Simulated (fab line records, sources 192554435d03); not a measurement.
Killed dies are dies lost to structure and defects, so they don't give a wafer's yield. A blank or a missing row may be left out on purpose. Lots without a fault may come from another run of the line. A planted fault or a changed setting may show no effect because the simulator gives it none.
A struck lot beside a sound one | flow n5_finfet | 16 steps out of a route of 1938
Sound: wafers L140.3, L140.4, L140.6. Struck: wafer L154.4. (L154.2, L154.5 of the same lot were not struck and are left out.) The cause comes at the end.
At each step with rows: each side's tool, then ch and its chambers, then its first start. Under that, the readings that differ: sound wafers | struck wafers | difference of the means | sigmas: that difference in standard deviations of wafers without a fault.
alike: readings whose means differ by less than 2 such deviations, and words and numbers that are the same on both sides. not compared: withheld readings, readings that some wafer has no value for, bounds like >300 that may hide the same value, and numbers for which the record gives no deviation and whose values overlap.
The two part at a step that has a row with sigmas, a row that says differs or no value, or rows on one side only. Numbers that don't overlap but have no deviation are shown without sigmas and don't part them. A reading that every wafer of one side lacks parts them only if that side has two wafers or more.

first, 4 steps without rows for these wafers: N5_PMOS_HMC_CHANNEL_EPI_SOFTBAKE_04 (time 60 s); N5_PMOS_HMC_CHANNEL_EPI_EXPOSE_06 (exposes mask PMOS HMC BLK, target cd 240 nm); N5_PMOS_HMC_CHANNEL_EPI_PEB_07 (peb time 60 s); N5_PMOS_HMC_CHANNEL_EPI_DEVELOP_08 (develop time 30 s).
N5_PMOS_HMC_CHANNEL_EPI_CD_MEAS_09: target cd 237.4 nm.
  sound on cd_sem-03 ch 0, day 2 05:11; struck on cd_sem-01 ch 0, day 5 16:59
  alike: cd_nm
N5_PMOS_HMC_CHANNEL_EPI_OVL_MEAS_10:
  sound on overlay-01 ch 0, day 2 05:13; struck on overlay-01 ch 0, day 5 17:01
  reading               | sound       | struck | difference | sigmas
  PMOS_HMC_BLK_OVL (nm) | 1.5 1.0 1.3 | -0.5   | -1.8       | -2
N5_PMOS_HMC_CHANNEL_EPI_INSPECT_11: inspects for defects (macro).
  sound on defect_inspect-02, day 2 05:14; struck on defect_inspect-01, day 5 17:02
  alike: raw_defect_count
N5_PMOS_HMC_CHANNEL_EPI_DESCUM_14: chemistry O2, time 7.9 s.
  sound on rie_diel-06 ch 0,2, day 2 05:17; struck on rie_diel-01 ch 2, day 5 17:04
  reading                         | sound             | struck | difference | sigmas
  drypump_motor_current_A (A)     | 6.6 6.3 6.6       | 4.8    | -1.7       | -3
  rf_vpp_V (V)                    | 244.4 243.5 244.4 | 240.9  | -3.2       | -2
  showerhead_plenum_p_Torr (Torr) | 2.15 2.15 2.15    | 2.01   | -0.14      | -2
  alike: oes_product_au, throttle_valve_pct
  not compared: rf_hours_counter_h
N5_PMOS_HMC_CHANNEL_EPI_ETCH_32: etches BARC in N2/H2, stops on SiO2, target depth 85.8 nm, time 50.3 s.
  sound on rie_diel-06 ch 0,2, day 2 05:19; struck on rie_diel-01 ch 2, day 5 17:07
  reading                     | sound       | struck | difference | sigmas
  drypump_motor_current_A (A) | 6.6 6.3 6.6 | 4.9    | -1.6       | -3
  alike: bias_w, n2_flow_sccm, oes_product_au, rf_vpp_V, showerhead_plenum_p_Torr, throttle_valve_pct
  not compared: rf_hours_counter_h
N5_PMOS_HMC_CHANNEL_EPI_HM_OPEN_15: chemistry CHF3/O2, target SiO2, target depth 40.6 nm, time 20.3 s.
  sound on rie_diel-06 ch 0,2, day 2 05:21; struck on rie_diel-01 ch 2, day 5 17:09
  reading                     | sound       | struck | difference | sigmas
  drypump_motor_current_A (A) | 6.6 6.3 6.6 | 4.9    | -1.6       | -3
  alike: O2_flow_sccm, oes_product_au, rf_vpp_V, showerhead_plenum_p_Torr, throttle_valve_pct
  not compared: rf_hours_counter_h
N5_PMOS_HMC_CHANNEL_EPI_STRIP_33: strips in N2/H2.
  sound on rie_diel-06 ch 0,2, day 2 05:25; struck on rie_diel-01 ch 2, day 5 17:12
  reading                     | sound       | struck | difference | sigmas
  drypump_motor_current_A (A) | 6.6 6.2 6.6 | 4.9    | -1.6       | -3
  alike: n2_flow_sccm, oes_product_au, rf_vpp_V, showerhead_plenum_p_Torr, throttle_valve_pct
  not compared: rf_hours_counter_h
then, 1 step without rows for these wafers: N5_PMOS_HMC_CHANNEL_EPI_STRIP_17 (strips in SPM, time 750 s).
N5_PMOS_HMC_CHANNEL_EPI_ETCH_38: etches SiO2 in CF4, target depth 1.5 nm.
  sound on rie_si-01 ch 1,2, day 2 05:44; struck on rie_si-01 ch 1, day 5 17:31
  reading    | sound             | struck | difference | sigmas
  bias_w (W) | 399.4 400.6 401.5 | 423.8  | +23.3      | +19
  alike: drypump_motor_current_A, he_backside_leak_sccm, oes_product_au, throttle_valve_pct
  not compared: rf_hours_counter_h
N5_PMOS_HMC_CHANNEL_EPI_FIN_RECESS_16: chemistry HBr/Cl2, target Si, target depth 54 nm, time 18 s.
  sound on rie_si-01 ch 1,2, day 2 05:46; struck on rie_si-01 ch 1, day 5 17:32
  alike: drypump_motor_current_A, he_backside_leak_sccm, mfc_cl2_sccm, oes_product_au, throttle_valve_pct
  not compared: rf_hours_counter_h
-- the record jumps here: 7 days lie between the struck wafers' starts before and after (it left off in module PMOS_HMC_CHANNEL_EPI and takes up again in module BEOL_M4, whose first step shown is number 1111 of the route) --
N5_BEOL_M4_RC_MEAS_101:
  sound on prober-02 ch 0, day 10 06:19; struck on prober-01 ch 0, day 13 01:47
  reading       | sound          | struck | difference | sigmas
  DIBL_N (mV/V) | 34.3 35.4 35.1 | 38.1   | +3.2       | +2
  alike: DIBL_P, IOFF_N, IOFF_P, ION_N, ION_P, SS_N, SS_P, VT_N, VT_P
then, 1 step without rows for these wafers: N5_PASSIVATION_PROBE_49.

WHERE THEY PART
First at N5_PMOS_HMC_CHANNEL_EPI_OVL_MEAS_10; last, within this record, at N5_BEOL_M4_RC_MEAS_101.

WHY: what the simulator had put in
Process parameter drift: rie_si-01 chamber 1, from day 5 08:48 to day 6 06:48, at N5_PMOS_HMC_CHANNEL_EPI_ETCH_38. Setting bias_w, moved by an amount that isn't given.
